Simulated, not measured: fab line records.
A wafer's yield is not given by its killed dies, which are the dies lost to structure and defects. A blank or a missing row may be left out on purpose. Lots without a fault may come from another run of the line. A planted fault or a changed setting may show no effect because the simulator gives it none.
Split-lot experiment | flow n5_finfet | on a route of 1938 steps: 7 lots, 21 wafers read

## ABOUT THE SPLIT
At N5_HKMG_FIN_ETCH_31 (etches SiARC in CF4, target depth 45.5 nm, time 75.8 s), the setting bias_w was moved away from the recipe's 36 W on 7 of the 21 wafers read, by -5.4% to +17.9%. For the rest of the wafers, this setting stayed at what the recipe calls for.

Reading taken at the split's own step.

## THE READING
rf_vpp_V, in V, at N5_HKMG_FIN_ETCH_31 (etches SiARC in CF4, target depth 45.5 nm, time 75.8 s). A value of 183.6 V with a standard deviation of 1.1 V is what fault-free wafers of this fab line usually give.

wafer  | tool, chamber at the split | bias_w as run, W | against the recipe | rf_vpp_V, V | against lot-mates on the recipe
L083.3 | rie_diel-02, 1             | 36               | recipe             | 182.0       | -
L083.4 | rie_diel-02, 3             | 40.21            | +11.7%             | 197.3       | +14.4
L083.6 | rie_diel-02, 2             | 36               | recipe             | 183.8       | -
L089.2 | rie_diel-05, 0             | 34.07            | -5.4%              | 176.5       | -7.2
L089.5 | rie_diel-05, 3             | 36               | recipe             | 183.7       | -
L089.6 | rie_diel-05, 0             | 34.07            | -5.4%              | 175.6       | -8.1
L090.1 | rie_diel-05, 2             | 36               | recipe             | 182.9       | -
L090.2 | rie_diel-05, 0             | 36               | recipe             | 182.6       | -
L090.6 | rie_diel-05, 2             | 36               | recipe             | 183.6       | -
L091.2 | rie_diel-06, 3             | 36               | recipe             | 184.2       | -
L091.4 | rie_diel-06, 0             | 36               | recipe             | 182.9       | -
L091.5 | rie_diel-06, 3             | 36               | recipe             | 184.6       | -
L092.1 | rie_diel-05, 3             | 42.44            | +17.9%             | 205.9       | no lot-mate on the recipe
L092.3 | rie_diel-05, 2             | 42.44            | +17.9%             | 204.4       | no lot-mate on the recipe
L092.5 | rie_diel-05, 0             | 42.44            | +17.9%             | 203.8       | no lot-mate on the recipe
L094.2 | rie_diel-05, 0             | 36               | recipe             | 184.5       | -
L094.4 | rie_diel-05, 0             | 36               | recipe             | 182.6       | -
L094.6 | rie_diel-05, 2             | 36               | recipe             | 184.5       | -
L097.1 | rie_diel-06, 3             | 38.22            | +6.2%              | 193.4       | +8.7
L097.2 | rie_diel-06, 1             | 36               | recipe             | 186.2       | -
L097.4 | rie_diel-06, 2             | 36               | recipe             | 183.2       | -

THE FIT
A straight line over all 21 wafers: rf_vpp_V changes by +1.2 V for each +1% of bias_w; r = +0.99; the points scatter about the line by 1.2 V.
The same after taking each lot's own level away (the mean of its wafers on the recipe; 18 wafers): +1.31 V for each +1%; r = +0.98; scatter 0.9 V.
The reading moves by 23 V for the largest change in bias_w, on that fit.
From 182.90 to 184.70 V: that is the span of the lots' own levels, equal to 1.6 times the standard deviation above.
Consequently the slope shifts little with the lot-to-lot level, the two slopes agreeing.
Check: for one of the wafers moved furthest among these (+11.7%), held out of the fit, the line's prediction against its lot-mates is +16.6 V. Against them it came out at +14.4 V.
Tool readings at the split's step, against how far the setting was moved: rf_vpp_V r = +0.99.

## FURTHER SPLITS ON THESE WAFERS
Note: prior to the reading, these wafers also went through further splits. Each is held against what the fit with the lots' levels taken away leaves over:
other split on the same wafers  | wafers away from the commonest value | r with rf_vpp_V (lot level and that fit taken away)
N5_DUMMY_GATE_EXPOSE_12 dose_mj | 4                                    | -0.32
N5_SD_EPI_P_COAT_34 spin_rpm    | 5                                    | +0.09
N5_SD_EPI_P_EXPOSE_06 dose_mj   | 7                                    | +0.10
N5_SDB_COAT_04 spin_rpm         | 5                                    | +0.00
N5_HKMG_FIN_COAT_06 spin_rpm    | 5                                    | -0.04

## THE FILE'S OWN FIT
rf_vpp_V changes by +1.3 V for each +1% of bias_w, r = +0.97.
